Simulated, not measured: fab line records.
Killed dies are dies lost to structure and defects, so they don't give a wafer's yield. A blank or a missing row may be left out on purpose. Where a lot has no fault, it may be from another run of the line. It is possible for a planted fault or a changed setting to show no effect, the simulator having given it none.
2 desks, one fault / flow nand_harc / every desk sees just its own numbers, and what lay behind them comes last

== FROM THE METROLOGY DESK ==
Lot by lot, what the gauges showed, no matter which tool ran the lot: averages of those sampled wafers that carry a number. A lot is out of limits, marked OUT, if its mean lies more than 4 standard deviations from the usual mean; the brackets give that distance.
Columns: A = thk_nm at NHARC_P_BONDPAD_THK_MEAS_33, usual 199.8 nm; B = overlay_x_nm at NHARC_P_BONDPAD_OVL_MEAS_38, usual -1 nm; C = overlay_y_nm at NHARC_P_BONDPAD_OVL_MEAS_38, usual 0 nm; D = cd_nm at NHARC_P_BONDPAD_CD_MEAS_13, usual 499.8 nm
lot=L166; first seen here=day 6 15:38; A=198.9; B=8; C=9; D=497.6
lot=L167; first seen here=day 6 16:57; A=200.9; B=6; C=-1; D=500.4
lot=L168; first seen here=day 6 18:18; A=201.0; B=-5; C=1; D=501.7
lot=L169; first seen here=day 7 06:52; A=199.5; B=2; C=1; D=501.4
lot=L170; first seen here=day 7 07:13; A=198.2; B=-7; C=-2; D=495.5
lot=L171; first seen here=day 7 08:13; A=199.9; B=8; C=0; D=499.3
lot=L172; first seen here=day 7 22:30; A=199.9; B=5; C=3; D=501.2
lot=L173; first seen here=day 8 02:29; A=200.9; B=-9; C=1; D=503.2
lot=L174; first seen here=day 8 04:31; A=200.9; B=6; C=3; D=500.3
lot=L175; first seen here=day 8 17:20; A=200.6; B=-8; C=4; D=499.8
lot=L176; first seen here=day 8 18:43; A=199.0; B=-4; C=-0; D=501.6
lot=L179; first seen here=day 9 11:32; A=200.4; B=-3; C=-7; D=502.3
lot=L183; first seen here=day 10 16:31; A=200.3; B=-5; C=0; D=500.4
This desk found nothing out of limits on any of the 13 lots.

== FOR THE TOOL OWNER'S DESK: rie_diel-13 ==
The tool's own readings at NHARC_P_BONDPAD_ETCH_37 (etches the open film in N2/H2, target depth 60 nm, overetch 18 nm, time 65.91 s): means of the sampled wafers that have a number, for each lot that ran on this tool. A lot is out of limits, marked OUT, if its mean lies more than 4 standard deviations from the usual mean; the brackets give that distance.
Columns: A = drypump_motor_current_A at NHARC_P_BONDPAD_ETCH_37, usual 5.8 A; B = oes_product_au at NHARC_P_BONDPAD_ETCH_37, usual 0.998 a.u.; C = rf_vpp_V at NHARC_P_BONDPAD_ETCH_37, usual 432.5 V; D = run_length_s at NHARC_P_BONDPAD_ETCH_37, usual 87.1 s; E = showerhead_plenum_p_Torr at NHARC_P_BONDPAD_ETCH_37, usual 2.11 Torr; F = throttle_valve_pct at NHARC_P_BONDPAD_ETCH_37, usual 14.171 %
lot=L166; first seen here=day 6 16:31; A=5.9; B=1.001; C=433.4; D=86.9; E=2.17; F=14.170
lot=L167; first seen here=day 6 17:41; A=6.0; B=0.989; C=433.9; D=86.6; E=2.17; F=14.166
lot=L171; first seen here=day 7 08:58; A=6.0; B=1.007; C=433.8; D=87.3; E=2.16; F=14.177
lot=L172; first seen here=day 7 23:20; A=6.0; B=1.004; C=434.2; D=87.3; E=2.16; F=14.175
lot=L173; first seen here=day 8 03:22; A=5.9; B=0.998; C=433.7; D=86.9; E=2.16; F=14.172
lot=L175; first seen here=day 8 18:14; A=5.8; B=1.000; C=433.6; D=86.9; E=2.15; F=14.164
lot=L176; first seen here=day 8 19:28; A=5.8; B=1.004; C=433.8; D=87.3; E=2.15; F=14.170
lot=L179; first seen here=day 9 12:17; A=5.9; B=0.997; C=433.6; D=87.2; E=2.16; F=14.171
lot=L183; first seen here=day 10 17:23; A=5.9; B=0.995; C=433.5; D=81.9 (-11) OUT; E=2.16; F=14.177
Finding of this desk: L183 out of limits; the first was L183 at day 10 17:23, on run_length_s at NHARC_P_BONDPAD_ETCH_37. In limits: L166, L167, L171, L172, L173, L175, L176, L179.

== ALL TOGETHER ==
An alarm could have come from the tool owner's desk at day 10 17:23, on L183.
Nothing out of limits was seen by the metrology desk.
The metrology desk holds a record of L183, inside its limits.
All the named lots went through NHARC_P_BONDPAD_ETCH_37 on rie_diel-13.

== WHAT THE SIMULATOR PUT IN ==
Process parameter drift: rie_diel-13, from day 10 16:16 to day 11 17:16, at NHARC_P_BONDPAD_ETCH_37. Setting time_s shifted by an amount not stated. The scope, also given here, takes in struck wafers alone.
Shown lots that were struck: L183.
Delay in hours, fault start to first out-of-limits reading, by desk: the tool owner's desk at 1.
